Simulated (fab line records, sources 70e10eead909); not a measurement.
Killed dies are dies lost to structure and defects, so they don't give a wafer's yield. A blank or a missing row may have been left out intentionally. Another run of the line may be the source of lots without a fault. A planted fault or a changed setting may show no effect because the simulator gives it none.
What tool caused it? || flow nandHarc || 13 lots, 38 wafers sampled, at 5 steps of a route of 1302

== WHAT THE GAUGES READ, wafer by wafer ==
NHARC_END_SORT_01.
{"lot": "L620", "measured": "day 31 04:21", "on": "prober-02", "killedAtArray": 105, "killedAtOther": 0, "killedAtPeriphery": 2, "killedDies": 107, "killedOpen": 4, "killedShort": 4}

== WHAT TOOL EACH LOT RAN ON (gives the tool, then ch and the chambers of the sampled wafers, and finally the start) ==
{"lot": "L605", "NHARC_A_STAIRCASE_DEP_280": "pecvd-03 ch 0,1,2, day 17 03:26", "NHARC_A_STAIRCASE_HM_OPEN_460": "rieDiel-09 ch 0,2,3, day 17 11:37 or earlier", "NHARC_A_STAIRCASE_PEB_308": "lithoTrack-07 ch 0, day 17 11:37", "NHARC_A_STAIRCASE_ETCH_313": "rieDiel-01 ch 1,2, day 17 12:01"}
{"lot": "L607", "NHARC_A_STAIRCASE_DEP_280": "pecvd-03 ch 0,1,2, day 17 13:49", "NHARC_A_STAIRCASE_HM_OPEN_460": "rieDiel-01 ch 0,3, day 17 19:31 or earlier", "NHARC_A_STAIRCASE_PEB_308": "lithoTrack-07 ch 0, day 17 19:31", "NHARC_A_STAIRCASE_ETCH_313": "rieDiel-01 ch 1,2, day 17 19:55"}
{"lot": "L606", "NHARC_A_STAIRCASE_DEP_280": "pecvd-03 ch 1,2, day 17 15:07", "NHARC_A_STAIRCASE_HM_OPEN_460": "rieDiel-04 ch 0,1, day 17 20:56 or earlier", "NHARC_A_STAIRCASE_PEB_308": "lithoTrack-03 ch 0, day 17 20:56", "NHARC_A_STAIRCASE_ETCH_313": "rieDiel-09 ch 0,3, day 18 01:14"}
{"lot": "L608", "NHARC_A_STAIRCASE_DEP_280": "pecvd-02 ch 0,1,2, day 18 13:26", "NHARC_A_STAIRCASE_HM_OPEN_460": "rieDiel-04 ch 1,2,3, day 19 02:56 or earlier", "NHARC_A_STAIRCASE_PEB_308": "lithoTrack-05 ch 0, day 19 02:56", "NHARC_A_STAIRCASE_ETCH_313": "rieDiel-04 ch 0,2,3, day 19 03:22"}
{"lot": "L609", "NHARC_A_STAIRCASE_DEP_280": "pecvd-02 ch 1,2, day 18 20:39", "NHARC_A_STAIRCASE_HM_OPEN_460": "rieDiel-01 ch 0,1,3, day 19 08:00 or earlier", "NHARC_A_STAIRCASE_PEB_308": "lithoTrack-05 ch 0, day 19 08:00", "NHARC_A_STAIRCASE_ETCH_313": "rieDiel-01 ch 0,2,3, day 19 08:25"}
{"lot": "L610", "NHARC_A_STAIRCASE_DEP_280": "pecvd-03 ch 0,1, day 18 22:31", "NHARC_A_STAIRCASE_HM_OPEN_460": "rieDiel-01 ch 0,2,3, day 19 08:44 or earlier", "NHARC_A_STAIRCASE_PEB_308": "lithoTrack-03 ch 0, day 19 08:44", "NHARC_A_STAIRCASE_ETCH_313": "rieDiel-04 ch 0,2,3, day 19 09:08"}
{"lot": "L617", "NHARC_A_STAIRCASE_DEP_280": "pecvd-02 ch 0,2, day 21 17:50", "NHARC_A_STAIRCASE_HM_OPEN_460": "rieDiel-04 ch 0,1, day 22 01:29 or earlier", "NHARC_A_STAIRCASE_PEB_308": "lithoTrack-05 ch 0, day 22 01:29", "NHARC_A_STAIRCASE_ETCH_313": "rieDiel-01 ch 0,3, day 22 01:55"}
{"lot": "L619", "NHARC_A_STAIRCASE_DEP_280": "pecvd-04 ch 1,2, day 22 19:36", "NHARC_A_STAIRCASE_HM_OPEN_460": "rieDiel-09 ch 0,3, day 23 02:18 or earlier", "NHARC_A_STAIRCASE_PEB_308": "lithoTrack-05 ch 0, day 23 02:18", "NHARC_A_STAIRCASE_ETCH_313": "rieDiel-01 ch 0,1,2, day 23 02:43"}
{"lot": "L618", "NHARC_A_STAIRCASE_DEP_280": "pecvd-02 ch 0,1,2, day 22 21:31", "NHARC_A_STAIRCASE_HM_OPEN_460": "rieDiel-09 ch 0,1,3, day 23 08:48 or earlier", "NHARC_A_STAIRCASE_PEB_308": "lithoTrack-05 ch 0, day 23 08:48", "NHARC_A_STAIRCASE_ETCH_313": "rieDiel-01 ch 0,1, day 23 09:17"}
{"lot": "L620", "NHARC_A_STAIRCASE_DEP_280": "pecvd-03 ch 0,1, day 23 07:18", "NHARC_A_STAIRCASE_HM_OPEN_460": "rieDiel-01 ch 0,1,2, day 23 15:50 or earlier", "NHARC_A_STAIRCASE_PEB_308": "lithoTrack-07 ch 0, day 23 15:50", "NHARC_A_STAIRCASE_ETCH_313": "rieDiel-04 ch 1,2,3, day 23 16:22"}
{"lot": "L624", "NHARC_A_STAIRCASE_DEP_280": "pecvd-04 ch 0,2, day 24 19:28", "NHARC_A_STAIRCASE_HM_OPEN_460": "rieDiel-01 ch 0,3, day 25 01:22 or earlier", "NHARC_A_STAIRCASE_PEB_308": "lithoTrack-07 ch 0, day 25 01:22", "NHARC_A_STAIRCASE_ETCH_313": "rieDiel-09 ch 1,2,3, day 25 02:05"}
{"lot": "L626", "NHARC_A_STAIRCASE_DEP_280": "pecvd-04 ch 1,2, day 25 15:17", "NHARC_A_STAIRCASE_HM_OPEN_460": "rieDiel-09 ch 2,3, day 25 21:43 or earlier", "NHARC_A_STAIRCASE_PEB_308": "lithoTrack-07 ch 0, day 25 21:43", "NHARC_A_STAIRCASE_ETCH_313": "rieDiel-01 ch 0,1,3, day 25 22:08"}
{"lot": "L627", "NHARC_A_STAIRCASE_DEP_280": "pecvd-03 ch 0,1, day 25 18:11", "NHARC_A_STAIRCASE_HM_OPEN_460": "rieDiel-01 ch 1,2, day 25 23:49 or earlier", "NHARC_A_STAIRCASE_PEB_308": "lithoTrack-03 ch 0, day 25 23:49", "NHARC_A_STAIRCASE_ETCH_313": "rieDiel-01 ch 0,1,2, day 26 00:13"}
- NHARC_A_STAIRCASE_DEP_280: deposits SiON, target thk 30 nm.
- NHARC_A_STAIRCASE_HM_OPEN_460: chemistry O2/COS.
- NHARC_A_STAIRCASE_PEB_308: peb time 130 s.
- NHARC_A_STAIRCASE_ETCH_313: etches the open film in CF4/CHF3.

== AS READ BY THE TOOLS THEMSELVES (means over the sampled wafers that have a number; for cases with no such wafer, the mark the record gives instead) ==
NHARC_A_STAIRCASE_DEP_280.
{"lot": "L605", "tool": "pecvd-03", "heaterPowerW (W)": 748}
{"lot": "L607", "tool": "pecvd-03", "heaterPowerW (W)": 756}
{"lot": "L606", "tool": "pecvd-03", "heaterPowerW (W)": 675}
{"lot": "L608", "tool": "pecvd-02", "heaterPowerW (W)": 670}
{"lot": "L609", "tool": "pecvd-02", "heaterPowerW (W)": 633}
{"lot": "L610", "tool": "pecvd-03", "heaterPowerW (W)": 700}
{"lot": "L617", "tool": "pecvd-02", "heaterPowerW (W)": 730}
{"lot": "L619", "tool": "pecvd-04", "heaterPowerW (W)": 686}
{"lot": "L618", "tool": "pecvd-02", "heaterPowerW (W)": 692}
{"lot": "L620", "tool": "pecvd-03", "heaterPowerW (W)": 751}
{"lot": "L624", "tool": "pecvd-04", "heaterPowerW (W)": 637}
{"lot": "L626", "tool": "pecvd-04", "heaterPowerW (W)": 711}
{"lot": "L627", "tool": "pecvd-03", "heaterPowerW (W)": 739}

NHARC_A_STAIRCASE_HM_OPEN_460.
{"lot": "L605", "tool": "rieDiel-09", "drypumpMotorCurrentA (A)": 5.4, "oesProductAu (a.u.)": 0.993, "rfVppV (V)": 467, "showerheadPlenumPTorr (Torr)": 3.12, "throttleValvePct (%)": 28.333}
{"lot": "L607", "tool": "rieDiel-01", "drypumpMotorCurrentA (A)": 6.0, "oesProductAu (a.u.)": 0.994, "rfVppV (V)": 463, "showerheadPlenumPTorr (Torr)": 2.94, "throttleValvePct (%)": 28.323}
{"lot": "L606", "tool": "rieDiel-04", "drypumpMotorCurrentA (A)": 5.7, "oesProductAu (a.u.)": 0.990, "rfVppV (V)": 468, "showerheadPlenumPTorr (Torr)": 3.15, "throttleValvePct (%)": 28.334}
{"lot": "L608", "tool": "rieDiel-04", "drypumpMotorCurrentA (A)": 5.8, "oesProductAu (a.u.)": 1.003, "rfVppV (V)": 470, "showerheadPlenumPTorr (Torr)": 3.24, "throttleValvePct (%)": 28.326}
{"lot": "L609", "tool": "rieDiel-01", "drypumpMotorCurrentA (A)": 5.8, "oesProductAu (a.u.)": 1.001, "rfVppV (V)": 463, "showerheadPlenumPTorr (Torr)": 2.94, "throttleValvePct (%)": 28.337}
{"lot": "L610", "tool": "rieDiel-01", "drypumpMotorCurrentA (A)": 6.0, "oesProductAu (a.u.)": 0.986, "rfVppV (V)": 465, "showerheadPlenumPTorr (Torr)": 3.02, "throttleValvePct (%)": 28.332}
{"lot": "L617", "tool": "rieDiel-04", "drypumpMotorCurrentA (A)": 5.6, "oesProductAu (a.u.)": 0.986, "rfVppV (V)": 467, "showerheadPlenumPTorr (Torr)": 3.11, "throttleValvePct (%)": 28.325}
{"lot": "L619", "tool": "rieDiel-09", "drypumpMotorCurrentA (A)": 5.2, "oesProductAu (a.u.)": 1.001, "rfVppV (V)": 466, "showerheadPlenumPTorr (Torr)": 3.12, "throttleValvePct (%)": 28.324}
{"lot": "L618", "tool": "rieDiel-09", "drypumpMotorCurrentA (A)": 5.3, "oesProductAu (a.u.)": 1.010, "rfVppV (V)": 468, "showerheadPlenumPTorr (Torr)": 3.17, "throttleValvePct (%)": 28.337}
{"lot": "L620", "tool": "rieDiel-01", "drypumpMotorCurrentA (A)": 5.5, "oesProductAu (a.u.)": 0.993, "rfVppV (V)": 464, "showerheadPlenumPTorr (Torr)": 2.99, "throttleValvePct (%)": 28.324}
{"lot": "L624", "tool": "rieDiel-01", "drypumpMotorCurrentA (A)": 6.3, "oesProductAu (a.u.)": 0.991, "rfVppV (V)": 466, "showerheadPlenumPTorr (Torr)": 3.08, "throttleValvePct (%)": 28.325}
{"lot": "L626", "tool": "rieDiel-09", "drypumpMotorCurrentA (A)": 5.4, "oesProductAu (a.u.)": 1.010, "rfVppV (V)": 467, "showerheadPlenumPTorr (Torr)": 3.14, "throttleValvePct (%)": 28.329}
{"lot": "L627", "tool": "rieDiel-01", "drypumpMotorCurrentA (A)": 5.3, "oesProductAu (a.u.)": 0.993, "rfVppV (V)": 465, "showerheadPlenumPTorr (Torr)": 2.99, "throttleValvePct (%)": 28.341}

NHARC_A_STAIRCASE_PEB_308.
{"lot": "L605", "tool": "lithoTrack-07", "heaterPowerTotalW (W)": 123.81}
{"lot": "L607", "tool": "lithoTrack-07", "heaterPowerTotalW (W)": 123.87}
{"lot": "L606", "tool": "lithoTrack-03", "heaterPowerTotalW (W)": 124.01}
{"lot": "L608", "tool": "lithoTrack-05", "heaterPowerTotalW (W)": 123.81}
{"lot": "L609", "tool": "lithoTrack-05", "heaterPowerTotalW (W)": 123.98}
{"lot": "L610", "tool": "lithoTrack-03", "heaterPowerTotalW (W)": 123.85}
{"lot": "L617", "tool": "lithoTrack-05", "heaterPowerTotalW (W)": 130.04}
{"lot": "L619", "tool": "lithoTrack-05", "heaterPowerTotalW (W)": 127.75}
{"lot": "L618", "tool": "lithoTrack-05", "heaterPowerTotalW (W)": 132.09}
{"lot": "L620", "tool": "lithoTrack-07", "heaterPowerTotalW (W)": 123.92}
{"lot": "L624", "tool": "lithoTrack-07", "heaterPowerTotalW (W)": 124.03}
{"lot": "L626", "tool": "lithoTrack-07", "heaterPowerTotalW (W)": 123.91}
{"lot": "L627", "tool": "lithoTrack-03", "heaterPowerTotalW (W)": 123.85}

NHARC_A_STAIRCASE_ETCH_313.
{"lot": "L605", "tool": "rieDiel-01", "drypumpMotorCurrentA (A)": 5.3, "oesProductAu (a.u.)": 0.958, "rfVppV (V)": 368.8, "showerheadPlenumPTorr (Torr)": 1.52, "throttleValvePct (%)": 16.796}
{"lot": "L607", "tool": "rieDiel-01", "drypumpMotorCurrentA (A)": 5.4, "oesProductAu (a.u.)": 0.914, "rfVppV (V)": 370.3, "showerheadPlenumPTorr (Torr)": 1.57, "throttleValvePct (%)": 16.798}
{"lot": "L606", "tool": "rieDiel-09", "drypumpMotorCurrentA (A)": 5.3, "oesProductAu (a.u.)": 0.934, "rfVppV (V)": 371.5, "showerheadPlenumPTorr (Torr)": 1.60, "throttleValvePct (%)": 16.808}
{"lot": "L608", "tool": "rieDiel-04", "drypumpMotorCurrentA (A)": 5.7, "oesProductAu (a.u.)": 0.933, "rfVppV (V)": 371.0, "showerheadPlenumPTorr (Torr)": 1.61, "throttleValvePct (%)": 16.800}
{"lot": "L609", "tool": "rieDiel-01", "drypumpMotorCurrentA (A)": 6.0, "oesProductAu (a.u.)": 0.926, "rfVppV (V)": 368.4, "showerheadPlenumPTorr (Torr)": 1.52, "throttleValvePct (%)": 16.797}
{"lot": "L610", "tool": "rieDiel-04", "drypumpMotorCurrentA (A)": 5.7, "oesProductAu (a.u.)": 0.921, "rfVppV (V)": 371.5, "showerheadPlenumPTorr (Torr)": 1.61, "throttleValvePct (%)": 16.798}
{"lot": "L617", "tool": "rieDiel-01", "drypumpMotorCurrentA (A)": 6.2, "oesProductAu (a.u.)": 0.926, "rfVppV (V)": 367.1, "showerheadPlenumPTorr (Torr)": 1.48, "throttleValvePct (%)": 16.797}
{"lot": "L619", "tool": "rieDiel-01", "drypumpMotorCurrentA (A)": 5.5, "oesProductAu (a.u.)": 0.950, "rfVppV (V)": 368.3, "showerheadPlenumPTorr (Torr)": 1.51, "throttleValvePct (%)": 16.805}
{"lot": "L618", "tool": "rieDiel-01", "drypumpMotorCurrentA (A)": 5.6, "oesProductAu (a.u.)": 0.923, "rfVppV (V)": 366.3, "showerheadPlenumPTorr (Torr)": 1.46, "throttleValvePct (%)": 16.800}
{"lot": "L620", "tool": "rieDiel-04", "drypumpMotorCurrentA (A)": 5.8, "oesProductAu (a.u.)": 0.946, "rfVppV (V)": 371.9, "showerheadPlenumPTorr (Torr)": 1.62, "throttleValvePct (%)": 16.802}
{"lot": "L624", "tool": "rieDiel-09", "drypumpMotorCurrentA (A)": 5.4, "oesProductAu (a.u.)": 0.958, "rfVppV (V)": 370.5, "showerheadPlenumPTorr (Torr)": 1.58, "throttleValvePct (%)": 16.811}
{"lot": "L626", "tool": "rieDiel-01", "drypumpMotorCurrentA (A)": 5.9, "oesProductAu (a.u.)": 0.929, "rfVppV (V)": 369.3, "showerheadPlenumPTorr (Torr)": 1.55, "throttleValvePct (%)": 16.797}
{"lot": "L627", "tool": "rieDiel-01", "drypumpMotorCurrentA (A)": 5.5, "oesProductAu (a.u.)": 0.919, "rfVppV (V)": 371.0, "showerheadPlenumPTorr (Torr)": 1.58, "throttleValvePct (%)": 16.802}

== THE ANSWER, worked out from the rows above alone ==
Rule: the usual values come from the lots themselves. The widest of any qualifying gaps counts: lots, ordered by their means at a reading, are off when they make up no more than a third of the lots, leave a main group of 4 or more, and stand apart from it by 3 or more times the standard deviation of that group's means. The tables above print the reading to a certain number of digits; a main group whose means all agree to those digits is not used. Also off: a lot with no number at a reading for which 4 or more lots have one. Any other lot the step has rows for is counted as sound. After the gauges, taken in route order, come the tools' own readings; for these a lot's mean is taken, as printed above. The first step at which some lot is off is used, and at that step the reading that is off furthest; a lot without a number counts as furthest.
Off at NHARC_A_STAIRCASE_PEB_308 (heaterPowerTotalW): L617, L619, L618. Mean 123.90 W and standard deviation 0.076 in the main group.
A tool fits if, at that step or a process step before it, it ran every lot that is off, and no sound lot after the first of them. Because NHARC_A_STAIRCASE_HM_OPEN_460 lacks a start for some lots, the hours and order of its lots are taken from NHARC_A_STAIRCASE_PEB_308. One fits: NHARC_A_STAIRCASE_PEB_308 on lithoTrack-05. Its last sound lot is L609 (day 19 08:00), its first lot that is off L617 (day 22 01:29): a fault that began between those two fits.
The tool's own readings at NHARC_A_STAIRCASE_PEB_308 bear it out: on the lots that are off they differ by more than 5 times the standard deviation of the sound lots' means. heaterPowerTotalW reads 129.96 W there against 123.90 W on the sound lots.

== WHAT WAS PUT IN BY THE SIMULATOR ==
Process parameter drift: lithoTrack-05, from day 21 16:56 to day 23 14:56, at NHARC_A_STAIRCASE_PEB_308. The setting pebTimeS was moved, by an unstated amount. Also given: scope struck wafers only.
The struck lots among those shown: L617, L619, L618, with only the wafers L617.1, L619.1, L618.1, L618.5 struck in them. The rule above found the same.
